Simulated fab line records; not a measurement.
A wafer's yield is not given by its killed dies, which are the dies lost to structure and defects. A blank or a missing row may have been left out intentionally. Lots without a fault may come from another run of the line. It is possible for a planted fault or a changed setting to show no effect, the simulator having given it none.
Struck lot and sound lot, side by side    flow n5Finfet    20 out of 1938 route steps
Sound: wafers L379.1, L379.2, L379.6. Struck: wafer L394.5 (left out: L394.4, L394.6 of the same lot, which were not struck); the cause appears at the end.
Per side, at each step with rows, come the tool, then ch with its chambers, and then its first start. Under that, the readings that differ: sound wafers    struck wafers    difference of the means    sigmas: that difference in standard deviations of wafers without a fault.
alike: readings whose means differ by less than 2 such deviations, and words and numbers that are the same on both sides. not compared: withheld readings, readings that some wafer has no value for, bounds like >300 that may hide the same value, and numbers for which the record gives no deviation and whose values overlap.
The two part at a step that has a row with sigmas, a row that says differs or no value, or rows on one side only. Numbers that have no deviation but don't overlap get no sigmas and don't part them. A reading that every wafer of one side lacks parts them only if that side has two wafers or more.

N5_BEOL_M13_ETCH_67: etches SiARC in CF4, target depth 143 nm, time 238.3 s.
  sound on rieDiel-04 ch 1,3, day 10 23:21; struck on rieDiel-06 ch 1, day 14 19:11
  alike: drypumpMotorCurrentA, etchRfOnTimeS, mfcArSccm, oesProductAu, rfVppV, showerheadPlenumPTorr, throttleValvePct
  not compared: rfHoursCounterH
N5_BEOL_M13_ETCH_68: etches SOC in N2/H2, time 355 s.
  sound on rieDiel-04 ch 1,3, day 10 23:30; struck on rieDiel-06 ch 1, day 14 19:20
  alike: drypumpMotorCurrentA, oesProductAu, rfVppV, showerheadPlenumPTorr, throttleValvePct
  not compared: rfHoursCounterH
then, 3 steps without rows for these wafers: N5_BEOL_M13_STRIP_69 (strips in N2/H2); N5_BEOL_M13_TRENCH_ETCH_34 (etches SiOC in C4F8/O2/Ar, target depth 413.47 nm, time 162.6 s); N5_BEOL_M13_STRIP_70 (strips in C4F8/O2/Ar).
N5_BEOL_M13_OCD_MEAS_35:
  sound: ocd-01 at day 10 23:53; struck: ocd-02 at day 14 19:44
  alike: trenchDepthNm
then, 1 step without rows for these wafers: N5_BEOL_M13_STRIP_37 (strips in N2/H2).
N5_BEOL_M13_ETCH_38: etches SiCN in CF4/N2, target depth 67.5 nm, time 71.9 s.
  sound on rieDiel-03 ch 0,2, day 11 03:30; struck on rieDiel-04 ch 2, day 14 21:28
reading                   sound        struck  difference  sigmas
drypumpMotorCurrentA (A)  6.3 6.2 6.2  5.1     -1.1        -2
  alike: mfcArSccm, oesProductAu, rfVppV, showerheadPlenumPTorr, throttleValvePct
  not compared: rfHoursCounterH
then, 2 steps without rows for these wafers: N5_BEOL_M13_PRECLEAN_39 (cleans in residue remover, time 60 s); N5_BEOL_M13_SRD_40 (time 30 s, dry time 30 s).
N5_BEOL_M13_DEGAS_41: time 60 s.
  sound: pvdSputter-02 at day 11 03:41; struck: pvdSputter-01 at day 14 22:17
  alike: heaterPowerW
N5_BEOL_M13_PRE_CLEAN_42: time 30 s.
  sound: pvdSputter-02 at day 11 03:44; struck: pvdSputter-01 at day 14 22:20
  alike: heaterPowerW
N5_BEOL_M13_SPUTTER_43: material TaN, target thk 15 nm, time 24.19 s.
  sound: pvdSputter-02 at day 11 03:46; struck: pvdSputter-01 at day 14 22:23
reading                                      sound         struck  difference  sigmas
model.TaN_of_BEOL_M13_SPUTTER_43.thkNm (nm)  15.2 15 14.8  27.8    +12.8       
  alike: throttleValvePct
then, 4 steps without rows for these wafers: N5_BEOL_M13_SPUTTER_44 (material Ta, target thk 10 nm, time 16.13 s); N5_BEOL_M13_SPUTTER_45 (material Cu, target thk 80 nm, time 13.33 s); N5_BEOL_M13_ECD_47 (material Cu, target thk 936 nm); N5_BEOL_M13_ANNEAL_48 (time 90 s).
N5_BEOL_M13_CMP_49: polishes, stops on SiOC, t overpolish 17.1 s, target thk 420 nm.
  sound on cmp-04 ch 0,3, day 11 04:31; struck on cmp-04 ch 1, day 14 23:13
reading                                 sound              struck  difference  sigmas
barrierFieldEndpointS (s)               29.4 28.3 29.3     44.9    +15.9       +16
model.Cu_of_BEOL_M13_ECD_47.thkNm (nm)  420.4 411.4 414.8  404.2   -11.3       
  alike: motorCurrentA
N5_BEOL_M13_THK_MEAS_50: measures by xrf.
  sound: filmMetro-02 at day 11 04:49; struck: filmMetro-02 at day 14 23:24
  alike: M13_THK
N5_PASSIVATION_PROBE_49:
  the record has rows for the sound wafers here (prober-02, day 12 04:59) and none for the struck ones

== WHERE THEY PART ==
Last at N5_PASSIVATION_PROBE_49 as far as this record goes, first at N5_BEOL_M13_ETCH_38.

WHY: what had been put in by the simulator
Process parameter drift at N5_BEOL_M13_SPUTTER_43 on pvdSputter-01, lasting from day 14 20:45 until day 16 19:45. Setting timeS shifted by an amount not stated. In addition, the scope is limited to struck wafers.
